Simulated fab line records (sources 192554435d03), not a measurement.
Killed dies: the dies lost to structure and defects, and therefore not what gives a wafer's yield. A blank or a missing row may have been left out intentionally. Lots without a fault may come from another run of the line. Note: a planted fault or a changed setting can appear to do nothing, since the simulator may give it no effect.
Matching of chambers    flow n5_finfet    N5_BEOL_M6_ETCH_65 on rie_diel-04: 4 sister chambers
The step etches SiARC in CF4, target depth 15.6 nm, time 26 s. 8 wafers are shown with their chamber, then 10 later ones without.

== WAFERS PAIRED WITH THEIR CHAMBERS ==
wafer   chamber  showerhead_plenum_p_Torr (Torr)  throttle_valve_pct (%)
L080.4  0        2.16                             15.49
L086.2  2        2.06                             15.59
L086.6  1        2.09                             15.80
L085.1  2        2.06                             15.56
L085.3  0        2.16                             15.51
L085.4  3        2.18                             15.22
L089.1  3        2.18                             15.23
L089.2  1        2.08                             15.82

== WAFERS MISSING THEIR CHAMBER ==
wafer   showerhead_plenum_p_Torr (Torr)  throttle_valve_pct (%)
L089.5  2.18                             15.23
L093.1  2.15                             15.53
L093.3  2.06                             15.59
L093.4  2.08                             15.81
L095.4  2.06                             15.61
L095.5  2.15                             15.54
L095.6  2.08                             15.82
L096.4  2.15                             15.55
L096.5  2.06                             15.60
L096.6  2.08                             15.84

== CHAMBER TAKEN BY EACH ==
wafer   from the rows above  in truth
L089.5  3                    3
L093.1  0                    0
L093.3  2                    2
L093.4  1                    1
L095.4  2                    2
L095.5  0                    0
L095.6  1                    1
L096.4  0                    0
L096.5  2                    2
L096.6  1                    1
Correct placement for 10 of the 10. From these rows, 0 cannot be placed. 0 placed wrongly.
How it was worked out, from the rows above alone: a wafer's distance from a chamber is the root of the sum, over the readings, of the square of ((its reading less the chamber's mean) divided by the reading's scatter). The wafer belongs to the nearest chamber; if the next one is less than 2 further off, it can't be placed. Each chamber's mean is taken over the wafers shown for it. The scatter: the root of (the sum of the squares of (reading less its chamber's mean) over the shown wafers, divided by (wafers less chambers)).
